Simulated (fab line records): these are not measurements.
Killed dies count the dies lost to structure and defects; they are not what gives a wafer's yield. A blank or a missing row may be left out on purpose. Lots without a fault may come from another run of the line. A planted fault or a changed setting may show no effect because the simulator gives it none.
Chamber matching	flow n5-finfet	N5_FIN_SAQP_ETCH_64 on rie-si-01 has 4 sister chambers
The step etches SiO2 in CF4, target depth 1.5 nm. 4 wafers are shown with their chamber, then 7 later ones without.

## WAFERS PAIRED WITH THEIR CHAMBERS
wafer	chamber	throttle-valve-pct (%)
L082.6	0	21.62
L085.1	1	21.82
L088.2	3	21.48
L088.5	2	21.73

## WAFERS MISSING THEIR CHAMBER
wafer	throttle-valve-pct (%)
L088.6	21.82
L091.2	21.84
L091.5	21.82
L091.6	21.63
L094.1	21.47
L094.4	21.63
L094.5	21.49

## THE CHAMBER EACH PASSED THROUGH
wafer	from the rows above	in truth
L088.6	1	1
L091.2	1	1
L091.5	1	1
L091.6	0	0
L094.1	3	3
L094.4	0	0
L094.5	3	3
Placed correctly: 7 of 7. Left unplaced by these rows: 0. 0 placed wrongly.
How it was worked out, from the rows above alone: a wafer's distance from a chamber is the root of the sum, over the readings, of the square of ((its reading less the chamber's mean) divided by the reading's scatter). The wafer belongs to the nearest chamber; if the next one is less than 2 further off, it can't be placed. The mean given for a chamber averages the wafers shown for that chamber. The scatter (one wafer shown for each chamber): square how far every hidden wafer sits from the nearest shown wafer, average those squares and take the square root.
